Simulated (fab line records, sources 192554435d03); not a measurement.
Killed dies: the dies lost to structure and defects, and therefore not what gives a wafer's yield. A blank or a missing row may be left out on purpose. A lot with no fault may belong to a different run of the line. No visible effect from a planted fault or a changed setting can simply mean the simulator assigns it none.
Problem report in the 8D (eight disciplines) form, filled by code || flow n5 finfet || the parts of the form that need people (team, actions taken, sign-off) are left out

## 1. WHAT IS WRONG
Wafers without a fault read 795.2 W, standard deviation 2.7; rf fwd power W at N5_FIN_SAQP_MANDREL_ETCH_22 reads a mean of 986.1 W on 2 wafers belonging to 2 lots. Relative to the usual mean, that is a shift of +71 standard deviations.
The step: etches a-Si in HBr/Cl2, stops on SiNx, target depth 60 nm, bt time 10 s, time 30 s.
Seen first at day 4 17:07 on rie si-01, wafer L460.4. Wafers with a number at this step in the record: 18, from 6 lots. By rule, "out" or "out of limits" means more than 4 standard deviations away from the usual mean. Any other wafer with a number is counted as sound.

## 2. WHAT IT IS, AND WHAT IT ISN'T
{"question": "which readings at this step", "is": "rf fwd power W", "is not": "drypump motor current A, oes product au, throttle valve pct"}
{"question": "which lots", "is": "L460, L461", "is not": "L451, L452, L462, L466"}
{"question": "which wafers of those lots", "is": "L460.4, L461.3", "is not": "L460.2, L460.3, L461.1, L461.6"}
{"question": "read on which tools", "is": "rie si-01", "is not": "rie si-03, rie si-04"}
{"question": "when", "is": "from day 4 17:07", "is not": "up to then (8 sound wafers); but 8 sound wafers of L461, L462, L466 came after"}

## 3. THE SUSPECTS, EACH WITH WHAT RULES IT OUT
Counting: a tool at a process step up to the reading stays a suspect if it ran every lot that is out. Sound lots after the first of them don't rule it out here, since some wafers of a struck lot are sound.
- rie si-01 at N5_FIN_SAQP_MANDREL_ETCH_22 (etches a-Si in HBr/Cl2, stops on SiNx, target depth 60 nm, bt time 10 s, time 30 s): kept. Every lot that is out went through it, the first being L460 (day 4 17:07); the last sound lot it ran before that was L451 (day 2 10:09). Its own readings are out on those wafers: rf fwd power W.
- At N5_FIN_SAQP_MANDREL_ETCH_22, inside rie si-01: chamber 1 took the wafers that are out, while their sound lot-mates went through chambers 0, 2, 3.
The count leaves rie si-01 at N5_FIN_SAQP_MANDREL_ETCH_22.

## 4. THE CAUSE (what the simulator had put in)
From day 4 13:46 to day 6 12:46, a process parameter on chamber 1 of rie si-01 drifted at N5_FIN_SAQP_MANDREL_ETCH_22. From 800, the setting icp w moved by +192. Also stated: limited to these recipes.
After counting, this tool was the only one left.

## 5. THE CHAIN OF EFFECTS, in route order
Each row: a reading whose mean over the struck wafers that have a number lies more than 3 standard deviations from the usual. Only readings whose record carries a usual standard deviation are examined. hours: median over the lots of the time between each lot's start at the first step of this table that gives one and its start at this step. sigmas: the change, counted in usual standard deviations.
{"hours": 0, "step": "N5_FIN_SAQP_MANDREL_ETCH_22", "reading": "rf fwd power W", "usual": "795.2 W", "on struck wafers": 986.1, "change": "+190.9", "sigmas": "+71"}
{"hours": 296, "step": "N5_PASSIVATION_PROBE_49", "reading": "killed_at_M0_to_M3", "usual": 34, "on struck wafers": 69, "change": "+35", "sigmas": "+3.5"}
Its process steps:
- N5_FIN_SAQP_MANDREL_ETCH_22: etches a-Si in HBr/Cl2, stops on SiNx, target depth 60 nm, bt time 10 s, time 30 s.
- N5_PASSIVATION_PROBE_49
Later measuring or inspecting steps at which every struck wafer that the step has a row for has a number for every such reading, and none has moved that far: N5_FIN_SAQP_CD_MEAS_27.

## 6. WHAT WOULD HAVE CAUGHT IT SOONER
In this record no reading fell out of limits until day 4 17:07, 3 hours after the fault had begun at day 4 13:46.
